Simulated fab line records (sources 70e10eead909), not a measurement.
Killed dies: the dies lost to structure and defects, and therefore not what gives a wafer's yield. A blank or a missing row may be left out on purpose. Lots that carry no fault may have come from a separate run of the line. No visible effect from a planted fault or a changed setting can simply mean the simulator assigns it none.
3 desks looking at one fault -- flow nandHarc -- every desk sees just its own numbers, and what lay behind them comes last

FROM THE METROLOGY DESK
What the gauges read for every lot (on any tool): the sampled wafers with a number, averaged. Marked OUT: a lot whose mean sits more than 4 standard deviations from the usual mean, which makes it out of limits; the brackets give that distance.
Columns: A = thkNm at NHARC_A_M0_THK_MEAS_24, usual 114.0 nm
lot,first seen here,A
L854,day 23 00:56,115.6
L856,day 23 11:50,112.5
L862,day 26 07:52,115.2
L864,day 26 22:21,116.5
L866,day 27 05:53,111.7
L869,day 30 02:42,115.2
L871,day 30 16:23,115.4
L872,day 30 19:38,114.7
L874,day 30 22:25,115.5
L873,day 31 01:48,114.3
L876,day 31 17:50,117.3
L875,day 32 12:01,111.3
This desk's finding: nothing out of limits on any of the 12 lots.

TOOL OWNER'S DESK, pecvd-03
The tool's own readings at NHARC_A_M0_DEP_32 (deposits SiCN, target thk 30 nm): means of the sampled wafers that have a number, for each lot that ran on this tool. Marked OUT: a lot whose mean sits more than 4 standard deviations from the usual mean, which makes it out of limits; the brackets give that distance.
Columns: A = heaterPowerW at NHARC_A_M0_DEP_32, usual 540 W
lot,first seen here,A
L854,day 23 01:14,548
L862,day 26 08:13,470
L864,day 26 22:42,502
L866,day 27 06:16,525
L871,day 30 16:49,482
L872,day 30 19:56,499
L874,day 30 22:46,472
L873,day 31 02:11,503
This desk's finding: nothing out of limits on any of the 8 lots.

THE DEFECT DESK
Per lot, the means of the sampled wafers with a number show what the inspections along the route counted. Marked OUT: a lot whose mean sits more than 4 standard deviations from the usual mean, which makes it out of limits; the brackets give that distance.
Columns: A = rawDefectCount at NHARC_A_M1_INSPECT_11, usual 92
lot,first seen here,A
L854,day 23 02:29,138
L856,day 23 13:35,68
L862,day 26 09:32,192
L864,day 27 00:02,200
L866,day 27 07:34,191
L869,day 30 04:22,102
L871,day 30 17:55,69
L872,day 30 21:11,75
L874,day 30 23:59,30
L873,day 31 03:29,147
L876,day 31 19:31,109
L875,day 32 20:25,53
This desk's finding: nothing out of limits on any of the 12 lots.

ALL TOGETHER
Metrology desk: nothing out of limits seen.
The tool owner's desk saw nothing out of limits.
Nothing the defect desk looked at was out of limits.

WHAT THE SIMULATOR HAD PUT IN
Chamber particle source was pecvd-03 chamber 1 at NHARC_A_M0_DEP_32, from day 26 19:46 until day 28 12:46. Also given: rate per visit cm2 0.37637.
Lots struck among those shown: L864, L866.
